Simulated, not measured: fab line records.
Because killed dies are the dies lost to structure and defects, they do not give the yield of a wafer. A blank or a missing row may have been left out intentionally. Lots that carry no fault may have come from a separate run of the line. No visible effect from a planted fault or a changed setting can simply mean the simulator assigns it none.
Comparing a struck lot with a sound one | flow n5-finfet | 23 out of 1938 route steps
Sound: the wafers L962.1, L962.5, L962.6. Wafers struck: L952.1, L952.3, L952.4. At the end, the cause is stated.
Each step with rows lists, per side, the tool, then ch with its chambers, then its first start. Under that, the readings that differ: sound wafers | struck wafers | difference of the means | sigmas: that difference in standard deviations of wafers without a fault.
alike: a reading whose means differ by less than 2 such deviations, as well as words and numbers matching on both sides. not compared: withheld readings; readings where some wafer has no value; bounds like >300 that might hide an equal value; numbers whose values overlap and for which the record gives no deviation.
The two part at a step that has a row with sigmas, a row that says differs or no value, or rows on one side only. When numbers do not overlap yet have no deviation, they are printed without sigmas and do not part them. Lack of a reading on every wafer of one side parts them only where that side has two or more wafers.

first, 9 steps without rows for these wafers: N5_MOL_CONTACT_COAG_CMP_23 (polishes, stops on SiO2, t overpolish 1.5 s, target thk 0 nm); N5_MOL_CONTACT_COAG_WET_ETCH_26 (target Co, target depth 13 nm); N5_MOL_CONTACT_COAG_WET_ETCH_116 (etches the open film in SC1-inhibited, target depth 4.6 nm, rinse time 30 s); N5_MOL_CONTACT_COAG_ALD_27 (deposits SiOC, target thk 17 nm, pulse time 1.5 s, time 2720 s); N5_MOL_CONTACT_COAG_CMP_28 (polishes, stops on SiNx, t overpolish 0.85 s, target thk 14.522 nm); N5_MOL_CONTACT_COAG_ALD_123 (deposits SiNx, target thk 5 nm, pulse time 1 s, purge time 2 s); N5_MOL_CONTACT_COAG_PECVD_31 (deposits SiO2 from TEOS/O2, target thk 46 nm, time 8.9 s); N5_MOL_CONTACT_COAG_COAT_75 (time 60 s, resist thk 60 nm); N5_MOL_CONTACT_COAG_COAT_76 (time 60 s, resist thk 10 nm).
N5_MOL_CONTACT_COAG_COAT_77: time 60 s, resist thk 10 nm.
  sound on litho-track-04 ch 0, day 10 03:38; struck on litho-track-02 ch 0, day 7 15:38
  reading                                                  | sound                | struck               | difference | sigmas
  spin-speed-rpm (rpm)                                     | 1499.7 1500.2 1500.6 | 1783.2 1782.9 1783.3 | +283.0     | +99 or more
  model.underlayer_of_MOL_CONTACT_COAG_COAT_77.thk-nm (nm) | 10 10 10             | 9.2 9.2 9.2          | -0.8       |
  alike: exhaust-pa
then, 7 steps without rows for these wafers: N5_MOL_CONTACT_COAG_COAT_78 (resist thk 40 nm); N5_MOL_CONTACT_COAG_EBR_80; N5_MOL_CONTACT_COAG_SOFTBAKE_79 (time 60 s); N5_MOL_CONTACT_COAG_EXPOSE_81 (exposes mask VG, defocus 0 nm); N5_MOL_CONTACT_COAG_PEB_82 (peb time 60 s); N5_MOL_CONTACT_COAG_DEVELOP_83 (develop time 30 s); N5_MOL_CONTACT_COAG_DESCUM_88 (chemistry O2, time 7 s).
N5_MOL_CONTACT_COAG_ETCH_89: etches underlayer in N2/H2, target depth 13 nm, time 10.4 s.
  sound on rie-diel-06 ch 2,3, day 10 04:22; struck on rie-diel-06 ch 0,1,2, day 7 16:05
  reading                                               | sound             | struck            | difference | sigmas
  etch-rf-on-time-s (s)                                 | 10.64 10.60 10.02 | 9.30 9.61 9.51    | -0.95      | -4
  model.CAR-EUV_of_MOL_CONTACT_COAG_COAT_78.thk-nm (nm) | 24.6 24.8 24.6    | 25.4 25.4 25.6    | +0.8       |
  model.etch.depth-nm (nm)                              | 9.975 9.978 9.975 | 9.209 9.215 9.173 | -0.777     |
  alike: chamber-pressure-mTorr, drypump-motor-current-A, oes-product-au, rf-vpp-V, showerhead-plenum-p-Torr, throttle-valve-pct
  not compared: rf-hours-counter-h
then, 2 steps without rows for these wafers: N5_MOL_CONTACT_COAG_ETCH_90 (etches SiARC in CF4, target depth 13 nm, time 21.7 s); N5_MOL_CONTACT_COAG_ALD_131 (deposits SiO2, target thk 5 nm, pulse time 1 s, co reactant pulse time 1 s).
N5_MOL_CONTACT_COAG_ETCHBACK_132: etches SiO2 in CHF3, target depth 10 nm, time 6.7 s.
  sound on rie-diel-01 ch 0,1, day 10 06:26; struck on rie-diel-06 ch 0,2,3, day 7 16:22
  reading                                               | sound          | struck         | difference | sigmas
  model.CAR-EUV_of_MOL_CONTACT_COAG_COAT_78.thk-nm (nm) | 15.6 15.6 15.4 | 16.4 16.4 16.6 | +0.9       |
  alike: chamber-pressure-mTorr, drypump-motor-current-A, oes-product-au, rf-vpp-V, showerhead-plenum-p-Torr, throttle-valve-pct
  not compared: rf-hours-counter-h
then, 1 step without rows for these wafers: N5_MOL_CONTACT_COAG_ETCH_91 (etches SOC in N2/H2, target depth 60 nm, overetch 21 nm, time 101.2 s).
-- here the record skips 3 days between the struck wafers' starts before and after, leaving off in module MOL_CONTACT_COAG and picking up in module BEOL_M4 (first step shown: number 1111 of the route) --
N5_BEOL_M4_RC_MEAS_101:
  sound on prober-02 ch 0, day 12 23:56; struck on prober-01 ch 0, day 10 07:11
  alike: DIBL_N, DIBL_P, IOFF_N, IOFF_P, ION_N, ION_P, SS_N, SS_P, VT_N, VT_P

== WHERE THEY PART ==
At N5_MOL_CONTACT_COAG_COAT_77 first; at N5_MOL_CONTACT_COAG_ETCH_89 last (within this record only). Later steps at which nothing parts them and some readings are alike: N5_MOL_CONTACT_COAG_ETCHBACK_132, N5_BEOL_M4_RC_MEAS_101.

WHY: what the simulator had put in
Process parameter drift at N5_MOL_CONTACT_COAG_COAT_77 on litho-track-02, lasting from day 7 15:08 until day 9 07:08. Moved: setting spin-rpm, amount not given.
